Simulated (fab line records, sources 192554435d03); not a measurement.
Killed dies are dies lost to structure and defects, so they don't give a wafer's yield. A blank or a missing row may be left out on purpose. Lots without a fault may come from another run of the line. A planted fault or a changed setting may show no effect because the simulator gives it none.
Split-lot experiment | flow n5_finfet | 7 lots, 39 wafers read, on a route of 1938 steps

THE SPLIT
At N5_MOL_CONTACT_COAG_SPUTTER_143 (material Co, target thk 2.5 nm), the setting target_thk_a was moved away from the recipe's 25 angstrom on 15 of the 39 wafers read, by -57.1% to +50.5%. The other wafers ran this setting at the recipe's value.

The reading is taken at the split's own step.

THE READING
Co_of_MOL_CONTACT_COAG_SPUTTER_143.thk_nm (the simulator's own value, which no gauge read), in nm, at N5_MOL_CONTACT_COAG_SPUTTER_143 (material Co, target thk 2.5 nm). The file gives no usual value for it. The 24 wafers here that ran the recipe average 2.5 nm, standard deviation 0.15 nm.

wafer  | tool, chamber at the split | target_thk_a as run, angstrom | against the recipe | Co_of_MOL_CONTACT_COAG_SPUTTER_143.thk_nm, nm | against lot-mates on the recipe
L074.1 | pvd_sputter-03, -          | 25                            | recipe             | 2.4                                           | -
L074.2 | pvd_sputter-03, -          | 25                            | recipe             | 2.6                                           | -
L074.4 | pvd_sputter-03, -          | 25                            | recipe             | 2.6                                           | -
L074.3 | pvd_sputter-03, -          | 37.63                         | +50.5%             | 3.8                                           | +1.3
L074.6 | pvd_sputter-03, -          | 37.63                         | +50.5%             | 3.8                                           | +1.3
L074.5 | pvd_sputter-03, -          | 37.63                         | +50.5%             | 3.6                                           | +1.1
L075.1 | pvd_sputter-02, -          | 25                            | recipe             | 2.6                                           | -
L075.2 | pvd_sputter-02, -          | 25                            | recipe             | 2.4                                           | -
L075.3 | pvd_sputter-02, -          | 25                            | recipe             | 2.4                                           | -
L075.4 | pvd_sputter-02, -          | 25                            | recipe             | 2.4                                           | -
L075.5 | pvd_sputter-02, -          | 25                            | recipe             | 2.4                                           | -
L075.6 | pvd_sputter-02, -          | 25                            | recipe             | 2.4                                           | -
L080.1 | pvd_sputter-03, -          | 16.67                         | -33.3%             | 1.6                                           | -0.8
L080.3 | pvd_sputter-03, -          | 16.67                         | -33.3%             | 1.6                                           | -0.8
L080.2 | pvd_sputter-03, -          | 25                            | recipe             | 2.6                                           | -
L080.4 | pvd_sputter-03, -          | 16.67                         | -33.3%             | 1.4                                           | -1.0
L080.5 | pvd_sputter-03, -          | 25                            | recipe             | 2.2                                           | -
L080.6 | pvd_sputter-03, -          | 25                            | recipe             | 2.4                                           | -
L083.1 | pvd_sputter-01, -          | 25                            | recipe             | 2.8                                           | -
L083.5 | pvd_sputter-01, -          | 25                            | recipe             | 2.8                                           | -
L083.2 | pvd_sputter-01, -          | 19.03                         | -23.9%             | 2                                             | -0.7
L083.3 | pvd_sputter-01, -          | 25                            | recipe             | 2.6                                           | -
L083.4 | pvd_sputter-01, -          | 19.03                         | -23.9%             | 2.2                                           | -0.5
L083.6 | pvd_sputter-01, -          | 19.03                         | -23.9%             | 2.2                                           | -0.5
L084.1 | pvd_sputter-02, -          | 36.21                         | +44.8%             | 3.4                                           | +0.9
L084.5 | pvd_sputter-02, -          | 36.21                         | +44.8%             | 3.4                                           | +0.9
L084.2 | pvd_sputter-02, -          | 25                            | recipe             | 2.4                                           | -
L084.6 | pvd_sputter-02, -          | 25                            | recipe             | 2.4                                           | -
L084.3 | pvd_sputter-02, -          | 36.21                         | +44.8%             | 3.6                                           | +1.1
L084.4 | pvd_sputter-02, -          | 25                            | recipe             | 2.6                                           | -
L088.3 | pvd_sputter-01, -          | 25                            | recipe             | 2.6                                           | -
L088.5 | pvd_sputter-01, -          | 25                            | recipe             | 2.6                                           | -
L088.6 | pvd_sputter-01, -          | 25                            | recipe             | 2.6                                           | -
L096.1 | pvd_sputter-01, -          | 10.72                         | -57.1%             | 1.2                                           | -1.5
L096.5 | pvd_sputter-01, -          | 10.72                         | -57.1%             | 1.2                                           | -1.5
L096.2 | pvd_sputter-01, -          | 25                            | recipe             | 2.8                                           | -
L096.3 | pvd_sputter-01, -          | 10.72                         | -57.1%             | 1.4                                           | -1.3
L096.4 | pvd_sputter-01, -          | 25                            | recipe             | 2.6                                           | -
L096.6 | pvd_sputter-01, -          | 25                            | recipe             | 2.6                                           | -

THE FIT
A straight line over all 39 wafers: Co_of_MOL_CONTACT_COAG_SPUTTER_143.thk_nm changes by +0.0229 nm for each +1% of target_thk_a; r = +0.97; the points scatter about the line by 0.16 nm.
The same after taking each lot's own level away (the mean of its wafers on the recipe; 39 wafers): +0.024 nm for each +1%; r = +0.99; scatter 0.1 nm.
On that fit, the largest move of target_thk_a shifts the reading by 1.4 nm.
The lots' own levels span 2.40 to 2.73 nm, that is 2.2 times the standard deviation above.
So the lot-to-lot level changes the slope little: the two slopes agree.
Check: with one of the wafers moved furthest among these (-57.1%) left out of the fit, the line predicts -1.38 nm for it against its lot-mates. It came out at -1.47 nm against them.

OTHER SPLITS ON THESE WAFERS
These wafers also went through other splits before the reading. Each is held against what the fit with the lots' levels taken away leaves over:
other split on the same wafers       | wafers away from the commonest value | r with Co_of_MOL_CONTACT_COAG_SPUTTER_143.thk_nm (lot level and that fit taken away)
N5_FIN_SAQP_HM_DEP_03 time_s         | 18                                   | +0.17
N5_SD_EPI_N_EPI_21 epi_growth_time_s | 18                                   | +0.20
N5_HKMG_FIN_HK_ALD_01 ald_cycles     | 12                                   | -0.04

THE FILE'S OWN FIT
Co_of_MOL_CONTACT_COAG_SPUTTER_143.thk_nm changes by +0.0241 nm for each +1% of target_thk_a, r = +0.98.
